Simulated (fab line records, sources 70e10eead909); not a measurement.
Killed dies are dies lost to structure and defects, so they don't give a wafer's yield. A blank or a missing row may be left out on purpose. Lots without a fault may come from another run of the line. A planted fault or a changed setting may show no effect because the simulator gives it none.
fab line records | flow nand_harc
record lots=24 wafers=72 last_day=34
route steps=1302 shown A_STAIRCASE@672
lots that met no fault: from a run of the same line without faults
start_h: hours from the record's first day to the start of the lot's first wafer shown | wait_h: hours since the lot's step before | " the same as in the row above | L1.1+2: a row that stands for several wafers | - no value, or no start given | * or withheld: withheld | < > ~ a bound
route shown NAME@n: a module of which the file shows steps, and the number in the route of the first | usual: mean/standard deviation of fault-free wafers | same: alike in all rows | chamber/n: place in a boat | sites: the reading at each site | _std_site: their standard deviation | _edge_site: outer sites' mean less inner sites' | radius_mm: how far each site lies from the wafer's centre | mask NAME#n: copy n | behind: the tool/chamber that last shaped the wafer | hold: why the lot was held/for how many hours/how that ended | device: the transistor (n, p or np) that didn't switch | end of line: the same wafers' tests at the end of the route | a step without rows: its recipe alone | killed: dies lost to structure and defects at the first sort, not the wafer's yield | map: a wafer's dies, x killed, . not, _ none there
set.NAME: the setting as run; set.NAME@STEP: as run at that earlier step | model.NAME: the simulator's own value behind a step, which no gauge read
steps of the route over a sample of lots; a table a step, a row a wafer
services: from which hour (start_h, from the record's first day; less than 0 if before it) a tool's chamber was out of use, for how many hours, and why
## steps
# step NHARC_A_STAIRCASE_TRIM_16
# recipe time_s=211.2 o2_flow_sccm=500 ar_flow_sccm=0 bias_w=0 chemistry=O2
# usual drypump_motor_current_A=5.7/0.49 oes_product_au=1.004/0.013 rf_vpp_V=57.9/0.93 showerhead_plenum_p_Torr=3.56/0.16 throttle_valve_pct=17.036/0.0095
# columns lot.wafer tool chamber start_h wait_h drypump_motor_current_A oes_product_au rf_hours_counter_h rf_vpp_V showerhead_plenum_p_Torr throttle_valve_pct
L074.2 rie_diel-05 2 - - 6.7 1.002 43 58.4 3.49 17.043
L074.5 " 1 " " 5.3 1.020 - 56.5 3.39 17.026
L074.4 " 0 " " 5.4 0.998 - 56.4 3.59 17.051
L075.2 rie_diel-12 0 - - 6.1 0.980 26 58.5 3.74 17.046
L075.3 " 1 " " 5.2 1.026 27 58.0 3.79 17.046
L075.6 " 0 " " 6.1 0.994 - 59.0 3.74 17.053
L076.2 rie_diel-05 0 - - 5.4 1.008 49 58.8 3.59 17.032
L076.1 " 1 " " 5.3 1.009 49 56.3 3.39 17.035
L076.3 " 2 " " 6.8 1.003 53 57.7 3.48 17.056
L078.2 rie_diel-09 1 - - 6.2 1.003 24 57.7 3.73 17.028
L078.4 " 0 " " 6.0 1.002 19 57.1 3.38 17.020
L078.6 " 1 " " 6.2 1.013 - 57.6 3.73 17.029
L077.1 rie_diel-09 3 - - 5.8 1.005 19 56.6 3.56 17.042
L077.4 " 1 " " 6.3 1.016 26 59.2 3.73 17.043
L077.5 " 2 " " 6.2 0.974 - 57.5 3.76 17.024
L079.1 rie_diel-12 3 - - 5.1 1.010 34 57.5 3.36 17.030
L079.4 " 0 " " 6.0 1.012 45 58.5 3.73 17.027
L079.2 " 2 " " 5.6 1.021 42 57.7 3.60 17.041
L080.1 rie_diel-12 0 - - 6.1 1.000 45 58.4 3.73 17.034
L080.2 " 3 " " 5.1 1.017 34 57.4 3.36 17.022
L080.6 " 1 " " 5.2 1.025 - 58.3 3.78 17.030
L081.3 rie_diel-12 2 - - 5.7 1.016 47 57.6 3.60 17.031
L081.4 " 0 " " 6.1 0.977 49 58.2 3.72 17.046
L081.1 " 1 " " 5.2 1.013 51 57.7 3.78 17.033
L082.4 rie_diel-12 1 - - 5.2 1.017 54 58.7 3.78 17.049
L082.5 " 0 " " 6.1 0.998 - 60.3 3.72 17.022
L082.6 " 1 " " 5.2 1.018 - 59.3 3.78 17.037
L083.3 rie_diel-05 0 - - 5.4 1.003 9 57.3 3.58 17.048
L083.5 " 0 " " 5.4 1.013 - 56.8 3.58 17.039
L083.6 " 1 " " 5.3 0.985 - 58.1 3.38 17.022
L085.4 rie_diel-05 2 - - 6.8 1.017 10 57.8 3.48 17.033
L085.3 " 3 " " 5.3 0.994 15 58.0 3.38 17.049
L085.5 " 1 " " 5.3 0.996 - 57.5 3.37 17.035
L084.2 rie_diel-05 2 - - 6.7 1.014 11 56.9 3.48 17.034
L084.5 " 0 " " 5.4 1.012 - 57.3 3.57 17.051
L084.6 " 1 " " 5.3 0.995 - 57.0 3.37 17.013
L086.1 rie_diel-12 3 - - 5.1 1.022 9 56.1 3.35 17.043
L086.3 " 2 " " 5.6 1.002 7 57.2 3.59 17.043
L086.6 " 2 " " 5.7 1.000 - 58.8 3.59 17.044
L087.1 rie_diel-12 2 - - 5.6 1.012 13 58.5 3.58 17.032
L087.3 " 1 " " 5.2 1.021 14 57.8 3.76 17.036
L087.5 " 3 " " 5.1 1.017 - 58.1 3.34 17.040
L089.4 rie_diel-09 3 - - 5.8 0.992 1 57.1 3.54 17.043
L089.2 " 1 " " 6.2 1.003 1 59.7 3.71 17.043
L089.3 " 2 " " 6.1 0.993 1 58.2 3.74 17.039
L088.4 rie_diel-09 1 - - 6.2 0.998 1 59.6 3.71 17.054
L088.1 " 2 " " 6.1 0.998 1 58.7 3.74 17.017
L088.3 " 0 " " 6.0 1.007 1 58.0 3.35 17.024
L090.1 rie_diel-12 3 - - 5.1 1.008 22 57.0 3.34 17.030
L090.2 " 0 " " 6.1 0.996 18 58.9 3.71 17.049
L090.6 " 2 " " 5.6 0.992 - 58.2 3.58 17.031
L091.4 rie_diel-12 0 - - 6.1 1.001 19 59.1 3.71 17.036
L091.2 " 1 " " 5.2 1.018 19 58.7 3.76 17.045
L091.5 " 0 " " 6.1 1.003 - 58.9 3.71 17.034
L092.2 rie_diel-05 1 - - 5.3 0.980 43 55.6 3.36 17.045
L092.4 " 2 " " 6.7 1.026 36 57.9 3.46 17.034
L092.1 " 3 " " 5.3 0.993 42 56.6 3.37 17.033
L093.3 rie_diel-09 1 - - 6.2 0.995 20 58.0 3.70 17.039
L093.4 " 1 " " 6.2 0.991 - 58.9 3.70 17.033
L093.5 " 2 " " 6.1 0.993 - 58.2 3.73 17.049
L094.3 rie_diel-12 3 - - 5.1 1.012 30 57.6 3.34 17.027
L094.1 " 2 " " 5.7 1.010 28 57.1 3.57 17.037
L094.4 " 2 " " 5.6 1.004 - 58.9 3.57 17.040
L096.2 rie_diel-09 3 - - 5.8 0.987 22 59.4 3.53 17.029
L096.1 " 0 " " 6.0 1.020 25 58.3 3.34 17.031
L096.5 " 2 " " 6.1 1.004 - 57.4 3.73 17.054
L095.4 rie_diel-05 3 - - 5.3 0.993 50 55.8 3.36 17.033
L095.5 " 0 " " 5.4 1.012 - 57.9 3.55 17.042
L095.6 " 1 " " 5.3 0.988 - 58.6 3.35 17.040
L097.2 rie_diel-05 3 - - 5.3 1.001 0 58.5 3.36 17.035
L097.4 " 0 " " 5.4 1.008 0 57.3 3.55 17.043
L097.6 " 1 " " 5.3 0.999 - 56.2 3.35 17.045
# step NHARC_A_STAIRCASE_ETCH_19
# recipe target_depth_a=1000 time_s=40.5 ion_energy_ev=400 c4f8_flow_sccm=20 o2_flow_sccm=10 ar_flow_sccm=withheld rf_w=600 bias_w=1000 chemistry=C4F8/O2
# usual oes_product_au=0.942/0.014 rf_vpp_V=897/5.7
# columns lot.wafer tool chamber start_h wait_h oes_product_au rf_hours_counter_h rf_vpp_V
L074.2 rie_diel-05 0 - - 0.931 41 899
L074.5 " 1 " " 0.944 - 891
L074.4 " 0 " " 0.936 - 899
L075.3 rie_diel-12 1 - - 0.965 27 906
L075.2 " 0 " " 0.938 26 905
L075.6 " 1 " " 0.958 - 906
L076.2 rie_diel-05 2 - - 0.949 53 894
L076.3 " 3 " " 0.919 46 890
L076.1 " 0 " " 0.937 49 897
L078.2 rie_diel-09 2 - - 0.916 22 903
L078.4 " 3 " " 0.941 17 898
L078.6 " 3 " " 0.949 - 897
L077.1 rie_diel-09 2 - - 0.910 24 904
L077.4 " 1 " " 0.948 26 903
L077.5 " 3 " " 0.946 - 897
L079.1 rie_diel-12 2 - - 0.947 42 899
L079.2 " 0 " " 0.923 45 903
L079.4 " 1 " " 0.957 47 906
L080.2 rie_diel-12 3 - - 0.937 34 891
L080.1 " 1 " " 0.965 47 905
L080.6 " 0 " " 0.927 - 903
L081.4 rie_diel-12 2 - - 0.945 48 899
L081.3 " 3 " " 0.948 40 889
L081.1 " 1 " " 0.960 51 905
L082.4 rie_diel-12 1 - - 0.961 54 904
L082.5 " 0 " " 0.931 - 903
L082.6 " 1 " " 0.961 - 905
L083.3 rie_diel-05 0 - - 0.962 10 899
L083.5 " 1 " " 0.935 - 890
L083.6 " 2 " " 0.946 - 895
L085.4 rie_diel-05 1 - - 0.912 17 892
L085.3 " 2 " " 0.932 11 896
L085.5 " 3 " " 0.913 - 890
L084.2 rie_diel-05 3 - - 0.920 16 892
L084.5 " 1 " " 0.935 - 890
L084.6 " 2 " " 0.945 - 896
L086.3 rie_diel-12 3 - - 0.929 10 889
L086.1 " 2 " " 0.944 7 897
L086.6 " 3 " " 0.943 - 890
L087.1 rie_diel-12 2 - - 0.929 13 899
L087.3 " 0 " " 0.930 14 903
L087.5 " 2 " " 0.925 - 898
L089.4 rie_diel-09 2 - - 0.933 1 904
L089.2 " 0 " " 0.955 1 889
L089.3 " 1 " " 0.926 1 903
L088.1 rie_diel-09 3 - - 0.919 2 897
L088.3 " 0 " " 0.960 1 889
L088.4 " 1 " " 0.939 1 903
L090.1 rie_diel-12 1 - - 0.945 19 905
L090.2 " 2 " " 0.940 20 899
L090.6 " 2 " " 0.949 - 897
L091.2 rie_diel-12 2 - - 0.935 20 898
L091.4 " 3 " " 0.948 22 889
L091.5 " 3 " " 0.943 - 891
L092.4 rie_diel-05 0 - - 0.947 47 897
L092.2 " 2 " " 0.949 36 894
L092.1 " 3 " " 0.911 42 890
L093.3 rie_diel-09 2 - - 0.945 20 903
L093.4 " 2 " " 0.939 - 904
L093.5 " 0 " " 0.959 - 889
L094.3 rie_diel-12 2 - - 0.951 28 897
L094.1 " 3 " " 0.946 30 889
L094.4 " 2 " " 0.960 - 898
L096.2 rie_diel-09 0 - - 0.962 25 889
L096.1 " 2 " " 0.943 25 902
L096.5 " 0 " " 0.961 - 891
L095.4 rie_diel-05 3 - - 0.952 50 890
L095.6 " 2 " " 0.957 - 892
L095.5 " 3 " " 0.948 - 889
L097.2 rie_diel-05 3 - - 0.958 1 888
L097.4 " 0 " " 0.953 1 896
L097.6 " 2 " " 0.950 - 894
# step NHARC_A_STAIRCASE_ETCH_21
# recipe target_depth_a=1000 time_s=40.5 ion_energy_ev=400 c4f8_flow_sccm=20 o2_flow_sccm=10 ar_flow_sccm=withheld rf_w=600 bias_w=1000 chemistry=C4F8/O2
# usual oes_product_au=0.955/0.019 rf_vpp_V=897/5.7
# columns lot.wafer tool chamber start_h wait_h oes_product_au rf_hours_counter_h rf_vpp_V
L074.2 rie_diel-12 2 - - 0.975 28 899
L074.4 " 2 " " 0.969 - 900
L074.5 " 1 " " 0.981 - 906
L075.2 rie_diel-05 0 - - 0.938 42 898
L075.3 " 1 " " 0.952 42 890
L075.6 " 1 " " 0.949 - 890
L076.3 rie_diel-12 3 - - 0.986 26 890
L076.1 " 0 " " 0.966 35 903
L076.2 " 1 " " 0.984 37 906
L078.2 rie_diel-05 2 - - 0.929 56 893
L078.4 " 3 " " 0.912 48 892
L078.6 " 0 " " 0.927 - 899
L077.4 rie_diel-09 2 - - 0.929 24 905
L077.1 " 1 " " 0.943 26 904
L077.5 " 2 " " 0.934 - 904
L079.4 rie_diel-09 1 - - 0.951 31 905
L079.2 " 2 " " 0.913 32 905
L079.1 " 3 " " 0.959 27 895
L080.1 rie_diel-09 1 - - 0.942 31 903
L080.2 " 3 " " 0.949 27 897
L080.6 " 1 " " 0.944 - 903
L081.4 rie_diel-09 3 - - 0.969 33 897
L081.3 " 1 " " 0.981 35 902
L081.1 " 2 " " 0.945 36 905
L082.4 rie_diel-12 3 - - 0.969 42 890
L082.6 " 1 " " 0.961 - 905
L082.5 " 2 " " 0.965 - 899
L083.3 rie_diel-05 1 - - 0.943 10 890
L083.5 " 3 " " 0.942 - 891
L083.6 " 0 " " 0.959 - 898
L085.4 rie_diel-09 0 - - 0.944 48 890
L085.3 " 2 " " 0.905 44 902
L085.5 " 0 " " 0.939 - 889
L084.2 rie_diel-12 2 - - 0.978 0 897
L084.5 " 3 " " 0.983 - 889
L084.6 " 0 " " 0.965 - 901
L086.1 rie_diel-05 1 - - 0.952 24 891
L086.3 " 3 " " 0.969 23 891
L086.6 " 1 " " 0.952 - 890
L087.1 rie_diel-12 0 - - 0.944 14 901
L087.3 " 1 " " 0.961 14 902
L087.5 " 2 " " 0.943 - 898
L089.4 rie_diel-05 2 - - 0.964 25 892
L089.2 " 0 " " 0.983 35 899
L089.3 " 1 " " 0.958 35 890
L088.3 rie_diel-09 1 - - 0.939 1 903
L088.1 " 2 " " 0.928 2 906
L088.4 " 3 " " 0.942 2 896
L090.1 rie_diel-12 2 - - 0.949 20 899
L090.2 " 3 " " 0.958 22 888
L090.6 " 0 " " 0.943 - 903
L091.2 rie_diel-12 1 - - 0.955 19 903
L091.4 " 0 " " 0.929 19 903
L091.5 " 2 " " 0.946 - 898
L092.1 rie_diel-09 0 - - 0.972 17 889
L092.4 " 1 " " 0.944 20 901
L092.2 " 3 " " 0.946 16 896
L093.4 rie_diel-05 1 - - 0.958 44 890
L093.3 " 3 " " 0.960 43 891
L093.5 " 0 " " 0.997 - 896
L094.1 rie_diel-12 3 - - 0.960 30 889
L094.3 " 1 " " 0.950 28 905
L094.4 " 1 " " 0.956 - 904
L096.1 rie_diel-09 1 - - 0.942 27 902
L096.2 " 0 " " 0.968 25 888
L096.5 " 1 " " 0.945 - 902
L095.4 rie_diel-12 2 - - 0.987 34 897
L095.6 " 3 " " 0.982 - 889
L095.5 " 0 " " 0.969 - 902
L097.2 rie_diel-09 2 - - 0.964 37 901
L097.4 " 3 " " 0.949 35 896
L097.6 " 2 " " 0.976 - 904
# step NHARC_A_STAIRCASE_TRIM_187
# recipe time_s=211.2 o2_flow_sccm=500 ar_flow_sccm=0 bias_w=0 chemistry=O2
# usual drypump_motor_current_A=5.7/0.48 oes_product_au=1.005/0.013 rf_vpp_V=57.9/0.76 showerhead_plenum_p_Torr=3.56/0.15 throttle_valve_pct=17.037/0.0095
# columns lot.wafer tool chamber start_h wait_h drypump_motor_current_A oes_product_au rf_hours_counter_h rf_vpp_V showerhead_plenum_p_Torr throttle_valve_pct
L074.2 rie_diel-05 1 356.25 0.1 5.3 1.007 43 57.5 3.39 17.036
L074.5 " 0 " " 5.4 1.001 - 58.6 3.59 17.037
L074.4 " 1 " " 5.3 1.014 - 57.4 3.39 17.051
L075.3 rie_diel-09 0 356.70 0.1 6.0 1.014 9 57.0 3.38 17.056
L075.2 " 1 " " 6.2 0.998 10 58.1 3.74 17.024
L075.6 " 3 " " 5.8 1.011 - 58.5 3.57 17.043
L076.3 rie_diel-05 1 379.05 0.1 5.3 1.007 49 57.3 3.39 17.030
L076.1 " 2 " " 6.8 0.994 53 58.3 3.48 17.044
L076.2 " 3 " " 5.3 0.984 46 57.1 3.39 17.042
L078.2 rie_diel-09 2 389.88 0.1 6.1 0.981 23 58.1 3.76 17.036
L078.4 " 0 " " 6.0 1.010 20 58.3 3.37 17.038
L078.6 " 2 " " 6.1 0.987 - 57.9 3.76 17.037
L077.1 rie_diel-12 2 396.04 0.1 5.6 1.016 39 58.5 3.60 17.040
L077.4 " 3 " " 5.1 1.010 31 56.5 3.36 17.030
L077.5 " 1 " " 5.2 1.023 - 58.1 3.78 17.032
L079.2 rie_diel-12 1 412.24 0.1 5.2 1.021 48 58.7 3.78 17.034
L079.4 " 2 " " 5.7 1.025 44 57.4 3.60 17.037
L079.1 " 3 " " 5.1 1.012 36 57.7 3.36 17.039
L080.1 rie_diel-09 2 412.41 0.1 6.1 0.977 32 58.5 3.76 17.027
L080.2 " 3 " " 5.8 1.007 27 57.2 3.56 17.031
L080.6 " 2 " " 6.1 0.989 - 58.4 3.76 17.045
L081.1 rie_diel-05 3 423.84 0.1 5.3 0.985 5 57.5 3.39 17.039
L081.3 " 0 " " 5.4 1.013 5 58.0 3.58 17.040
L081.4 " 1 " " 5.3 0.995 5 58.9 3.38 17.028
L082.4 rie_diel-12 2 431.91 0.1 5.6 1.019 51 58.7 3.59 17.044
L082.6 " 0 " " 6.0 0.989 - 58.2 3.72 17.031
L082.5 " 1 " " 5.2 1.015 - 58.6 3.78 17.026
L083.3 rie_diel-12 3 445.52 0.1 5.1 1.013 46 59.5 3.35 17.046
L083.5 " 1 " " 5.2 1.015 - 57.8 3.77 17.047
L083.6 " 2 " " 5.7 1.026 - 58.9 3.59 17.029
L085.4 rie_diel-05 0 459.31 0.1 5.4 1.014 19 58.3 3.57 17.035
L085.3 " 2 " " 6.7 1.014 12 57.0 3.47 17.018
L085.5 " 0 " " 5.4 1.010 - 57.8 3.57 17.031
L084.2 rie_diel-05 3 459.42 0.2 5.3 0.980 18 56.8 3.38 17.043
L084.6 " 0 " " 5.4 1.022 - 57.0 3.57 17.025
L084.5 " 1 " " 5.3 0.995 - 58.1 3.37 17.030
L086.3 rie_diel-12 0 487.26 0.1 6.1 0.998 10 57.8 3.71 17.021
L086.1 " 3 " " 5.1 1.020 10 57.0 3.35 17.017
L086.6 " 0 " " 6.1 1.005 - 57.3 3.71 17.020
L087.3 rie_diel-09 2 510.63 0.1 6.1 0.996 2 57.8 3.74 17.041
L087.1 " 3 " " 5.8 0.987 2 57.9 3.54 17.048
L087.5 " 3 " " 5.8 0.985 - 57.5 3.54 17.036
L089.3 rie_diel-05 2 511.40 0.1 6.8 1.024 26 58.2 3.47 17.049
L089.4 " 3 " " 5.3 0.992 31 58.3 3.37 17.031
L089.2 " 0 " " 5.4 1.011 36 59.4 3.56 17.037
L088.1 rie_diel-09 3 512.04 0.1 5.8 0.987 3 57.2 3.54 17.055
L088.3 " 1 " " 6.2 1.000 2 58.1 3.71 17.027
L088.4 " 2 " " 6.1 0.994 3 56.5 3.74 17.043
L090.1 rie_diel-12 0 527.22 0.1 6.1 0.999 20 56.2 3.71 17.041
L090.2 " 1 " " 5.2 1.023 20 58.9 3.76 17.037
L090.6 " 0 " " 6.1 1.006 - 58.5 3.71 17.045
L091.2 rie_diel-09 2 527.40 0.1 6.1 0.983 11 57.7 3.74 17.043
L091.4 " 1 " " 6.2 0.997 10 57.4 3.70 17.027
L091.5 " 2 " " 6.1 0.989 - 57.3 3.74 17.045
L092.1 rie_diel-12 1 543.17 0.1 5.2 1.019 24 57.2 3.76 17.037
L092.2 " 2 " " 5.6 1.011 25 57.3 3.58 17.031
L092.4 " 2 " " 5.7 1.002 - 57.9 3.58 17.044
L093.3 rie_diel-05 3 547.04 0.1 5.3 0.997 43 57.2 3.37 17.044
L093.4 " 2 " " 6.7 1.012 37 57.3 3.46 17.042
L093.5 " 3 " " 5.3 1.010 - 56.6 3.37 17.035
L094.1 rie_diel-09 3 553.23 0.1 5.8 0.989 19 57.6 3.53 17.038
L094.4 " 0 " " 6.0 1.021 21 56.8 3.34 17.040
L094.3 " 1 " " 6.2 0.983 24 58.9 3.69 17.029
L096.2 rie_diel-12 0 572.46 0.1 6.0 1.008 27 59.8 3.70 17.022
L096.1 " 2 " " 5.7 1.017 33 58.6 3.57 17.036
L096.5 " 1 " " 5.2 1.009 - 57.6 3.75 17.039
L095.4 rie_diel-05 0 579.48 0.1 5.4 1.008 59 59.8 3.55 17.031
L095.6 " 0 " " 5.4 1.002 - 58.0 3.55 17.047
L095.5 " 1 " " 5.3 0.991 - 57.3 3.35 17.044
L097.4 rie_diel-09 1 598.62 0.1 6.2 0.996 40 57.4 3.68 17.029
L097.2 " 3 " " 5.7 0.981 35 58.4 3.52 17.039
L097.6 " 1 " " 6.2 0.995 - 58.0 3.68 17.030
# step NHARC_A_STAIRCASE_TRIM_189
# recipe time_s=211.2 o2_flow_sccm=500 ar_flow_sccm=0 bias_w=0 chemistry=O2
# usual drypump_motor_current_A=5.7/0.48 oes_product_au=1.003/0.013 rf_vpp_V=57.7/0.84 showerhead_plenum_p_Torr=3.54/0.15 throttle_valve_pct=17.037/0.0094
# columns lot.wafer tool chamber start_h wait_h drypump_motor_current_A oes_product_au rf_hours_counter_h rf_vpp_V showerhead_plenum_p_Torr throttle_valve_pct
L074.2 rie_diel-05 2 - - 6.7 1.006 45 56.9 3.49 17.020
L074.4 " 0 " " 5.4 1.005 - 57.2 3.59 17.039
L074.5 " 1 " " 5.3 1.014 - 58.2 3.39 17.027
L075.3 rie_diel-09 2 - - 6.1 0.971 9 58.6 3.77 17.040
L075.2 " 3 " " 5.8 1.011 8 56.4 3.57 17.042
L075.6 " 0 " " 6.0 1.026 - 59.0 3.38 17.038
L076.3 rie_diel-05 0 - - 5.4 0.993 49 57.4 3.59 17.037
L076.2 " 1 " " 5.2 1.001 49 57.8 3.39 17.036
L076.1 " 2 " " 6.8 0.992 53 58.0 3.48 17.036
L078.4 rie_diel-09 3 - - 5.8 0.996 18 57.7 3.56 17.034
L078.2 " 0 " " 5.9 1.002 20 57.0 3.37 17.026
L078.6 " 3 " " 5.8 1.009 - 58.5 3.56 17.039
L077.4 rie_diel-12 1 - - 5.2 1.023 43 59.0 3.78 17.034
L077.1 " 2 " " 5.6 1.013 39 58.1 3.60 17.041
L077.5 " 3 " " 5.1 1.012 - 58.3 3.36 17.032
L079.4 rie_diel-12 2 - - 5.7 1.017 44 59.0 3.60 17.033
L079.1 " 3 " " 5.1 1.020 36 57.2 3.36 17.051
L079.2 " 0 " " 6.1 0.995 46 57.6 3.73 17.044
L080.2 rie_diel-09 0 - - 6.0 1.003 27 56.6 3.37 17.039
L080.1 " 2 " " 6.1 0.964 33 58.7 3.76 17.032
L080.6 " 0 " " 6.0 1.009 - 55.9 3.37 17.051
L081.4 rie_diel-05 1 - - 5.3 0.996 5 57.5 3.38 17.042
L081.1 " 2 " " 6.7 1.014 0 57.2 3.48 17.040
L081.3 " 3 " " 5.2 0.993 6 57.9 3.39 17.051
L082.4 rie_diel-12 2 - - 5.6 1.022 51 58.1 3.59 17.031
L082.5 " 0 " " 6.1 0.999 - 58.9 3.72 17.033
L082.6 " 1 " " 5.2 1.021 - 56.9 3.78 17.039
L083.3 rie_diel-12 2 - - 5.7 1.019 56 58.0 3.59 17.022
L083.5 " 2 " " 5.6 1.010 - 59.2 3.59 17.038
L083.6 " 3 " " 5.1 1.010 - 57.2 3.35 17.041
L085.3 rie_diel-05 0 - - 5.4 1.016 19 58.3 3.57 17.027
L085.4 " 1 " " 5.3 0.991 19 57.2 3.37 17.031
L085.5 " 0 " " 5.4 1.007 - 58.6 3.57 17.060
L084.2 rie_diel-05 3 - - 5.3 0.985 18 56.9 3.38 17.043
L084.5 " 0 " " 5.4 1.017 - 58.2 3.57 17.040
L084.6 " 1 " " 5.3 0.981 - 56.2 3.37 17.032
L086.1 rie_diel-12 3 - - 5.1 1.010 11 57.7 3.35 17.036
L086.3 " 0 " " 6.1 0.994 10 57.9 3.71 17.019
L086.6 " 2 " " 5.6 1.007 - 58.5 3.59 17.039
L087.3 rie_diel-09 3 - - 5.8 0.990 2 58.8 3.54 17.039
L087.1 " 1 " " 6.3 0.995 2 58.7 3.71 17.044
L087.5 " 2 " " 6.1 0.999 - 58.2 3.74 17.030
L089.2 rie_diel-05 3 - - 5.3 0.980 31 57.5 3.37 17.040
L089.4 " 1 " " 5.3 0.982 37 56.4 3.36 17.032
L089.3 " 2 " " 6.7 1.008 27 58.1 3.47 17.024
L088.1 rie_diel-09 0 - - 6.0 1.006 3 56.2 3.35 17.034
L088.3 " 2 " " 6.1 1.000 3 57.1 3.74 17.013
L088.4 " 3 " " 5.8 0.990 3 57.8 3.54 17.034
L090.2 rie_diel-12 2 - - 5.7 1.005 21 58.1 3.58 17.022
L090.1 " 0 " " 6.1 1.007 20 58.4 3.71 17.043
L090.6 " 3 " " 5.1 1.022 - 58.4 3.34 17.036
L091.2 rie_diel-09 2 - - 6.1 0.990 11 58.8 3.74 17.026
L091.4 " 3 " " 5.8 0.994 10 58.5 3.53 17.047
L091.5 " 2 " " 6.1 0.994 - 57.1 3.74 17.044
L092.1 rie_diel-12 2 - - 5.7 0.997 25 57.6 3.58 17.039
L092.2 " 3 " " 5.1 1.008 27 56.9 3.34 17.012
L092.4 " 1 " " 5.2 1.006 - 57.3 3.76 17.031
L093.4 rie_diel-05 1 - - 5.3 0.993 44 57.2 3.36 17.067
L093.3 " 0 " " 5.4 1.011 48 57.1 3.56 17.037
L093.5 " 2 " " 6.8 1.020 - 57.6 3.46 17.028
L094.4 rie_diel-09 2 - - 6.1 0.999 22 59.4 3.73 17.041
L094.3 " 3 " " 5.8 0.992 19 58.2 3.53 17.036
L094.1 " 0 " " 6.0 1.007 22 56.1 3.34 17.031
L096.2 rie_diel-12 3 - - 5.1 1.011 35 57.4 3.33 17.026
L096.1 " 1 " " 5.2 1.011 33 57.8 3.75 17.014
L096.5 " 3 " " 5.1 1.007 - 57.8 3.33 17.037
L095.4 rie_diel-05 3 - - 5.3 1.006 53 57.5 3.36 17.045
L095.5 " 3 " " 5.3 1.014 - 57.6 3.36 17.044
L095.6 " 0 " " 5.4 1.003 - 58.7 3.55 17.047
L097.2 rie_diel-09 1 - - 6.2 0.995 40 59.2 3.68 17.028
L097.4 " 0 " " 6.0 1.015 38 57.6 3.33 17.057
L097.6 " 1 " " 6.2 0.985 - 59.6 3.68 17.052
# step NHARC_A_STAIRCASE_ETCH_192
# recipe target_depth_a=1000 time_s=40.5 ion_energy_ev=400 c4f8_flow_sccm=20 o2_flow_sccm=10 ar_flow_sccm=withheld rf_w=600 bias_w=1000 chemistry=C4F8/O2
# usual oes_product_au=0.947/0.013 rf_vpp_V=897/5.7
# columns lot.wafer tool chamber start_h wait_h oes_product_au rf_hours_counter_h rf_vpp_V
L074.2 rie_diel-05 1 - - 0.965 44 889
L074.5 " 2 " " 0.951 - 895
L074.4 " 1 " " 0.956 - 893
L075.2 rie_diel-09 1 - - 0.943 10 903
L075.3 " 2 " " 0.917 9 905
L075.6 " 2 " " 0.917 - 907
L076.1 rie_diel-05 0 - - 0.962 49 898
L076.3 " 2 " " 0.936 53 894
L076.2 " 3 " " 0.943 47 891
L078.2 rie_diel-09 3 - - 0.951 18 897
L078.4 " 2 " " 0.926 23 904
L078.6 " 0 " " 0.955 - 890
L077.4 rie_diel-12 0 - - 0.939 42 903
L077.1 " 3 " " 0.961 31 889
L077.5 " 1 " " 0.961 - 904
L079.1 rie_diel-12 3 - - 0.934 36 891
L079.2 " 0 " " 0.926 46 904
L079.4 " 1 " " 0.959 48 904
L080.2 rie_diel-09 3 - - 0.957 28 897
L080.1 " 1 " " 0.950 32 903
L080.6 " 0 " " 0.960 - 890
L081.3 rie_diel-05 1 - - 0.947 6 889
L081.4 " 3 " " 0.940 6 892
L081.1 " 0 " " 0.960 6 897
L082.4 rie_diel-12 0 - - 0.935 53 903
L082.5 " 2 " " 0.950 - 899
L082.6 " 3 " " 0.965 - 889
L083.3 rie_diel-12 1 - - 0.967 60 903
L083.6 " 0 " " 0.932 - 903
L083.5 " 1 " " 0.967 - 904
L085.4 rie_diel-05 0 - - 0.948 19 898
L085.3 " 2 " " 0.953 13 895
L085.5 " 0 " " 0.953 - 898
L084.2 rie_diel-05 2 - - 0.950 13 894
L084.6 " 0 " " 0.947 - 898
L084.5 " 1 " " 0.925 - 890
L086.1 rie_diel-12 1 - - 0.965 10 904
L086.3 " 2 " " 0.947 8 897
L086.6 " 2 " " 0.949 - 899
L087.3 rie_diel-09 1 - - 0.956 2 903
L087.1 " 3 " " 0.937 2 896
L087.5 " 0 " " 0.953 - 890
L089.3 rie_diel-05 3 - - 0.942 32 892
L089.4 " 0 " " 0.965 36 897
L089.2 " 1 " " 0.949 37 891
L088.4 rie_diel-09 2 - - 0.928 3 904
L088.1 " 3 " " 0.921 3 897
L088.3 " 1 " " 0.942 3 902
L090.2 rie_diel-12 3 - - 0.949 23 889
L090.1 " 2 " " 0.931 21 898
L090.6 " 0 " " 0.947 - 902
L091.4 rie_diel-09 2 - - 0.937 11 903
L091.2 " 0 " " 0.953 9 890
L091.5 " 1 " " 0.936 - 902
L092.1 rie_diel-12 2 - - 0.957 25 898
L092.2 " 3 " " 0.955 27 889
L092.4 " 2 " " 0.955 - 898
L093.4 rie_diel-05 3 - - 0.950 43 891
L093.3 " 0 " " 0.940 48 898
L093.5 " 3 " " 0.948 - 891
L094.3 rie_diel-09 2 - - 0.951 22 903
L094.4 " 3 " " 0.923 20 897
L094.1 " 1 " " 0.932 24 902
L096.2 rie_diel-12 1 - - 0.953 33 904
L096.1 " 2 " " 0.943 33 898
L096.5 " 2 " " 0.947 - 897
L095.4 rie_diel-05 1 - - 0.917 60 889
L095.6 " 3 " " 0.954 - 889
L095.5 " 0 " " 0.944 - 896
L097.4 rie_diel-09 2 - - 0.933 38 903
L097.2 " 1 " " 0.937 40 903
L097.6 " 3 " " 0.930 - 895
## services
# columns tool chamber start_h hours kind
rie_diel-12 3 338.90 21.6 repair
rie_diel-05 3 343.92 16.0 repair
rie_diel-12 0 352.49 - clean
rie_diel-12 1 352.49 - clean
rie_diel-12 2 352.49 - clean
rie_diel-09 3 369.41 2.4 repair
rie_diel-12 0 377.04 - clean
rie_diel-12 1 377.04 - clean
rie_diel-12 2 377.04 - clean
rie_diel-12 3 377.04 - clean
rie_diel-12 0 401.69 - clean
rie_diel-12 1 401.69 - clean
rie_diel-05 - 406.60 9.0 pm
rie_diel-09 2 436.62 4.4 repair
rie_diel-12 - 446.93 9.0 pm
rie_diel-12 0 476.15 8.5 repair
rie_diel-09 - 497.12 9.0 pm
rie_diel-05 1 526.54 6.4 repair
rie_diel-05 - 541.85 0.6 repair
rie_diel-09 3 542.58 2.1 repair
rie_diel-05 - 544.38 0.7 repair
rie_diel-12 - 551.43 0.1 repair
rie_diel-05 - 583.60 9.0 pm
rie_diel-05 0 598.63 27.0 repair
## key
fault none
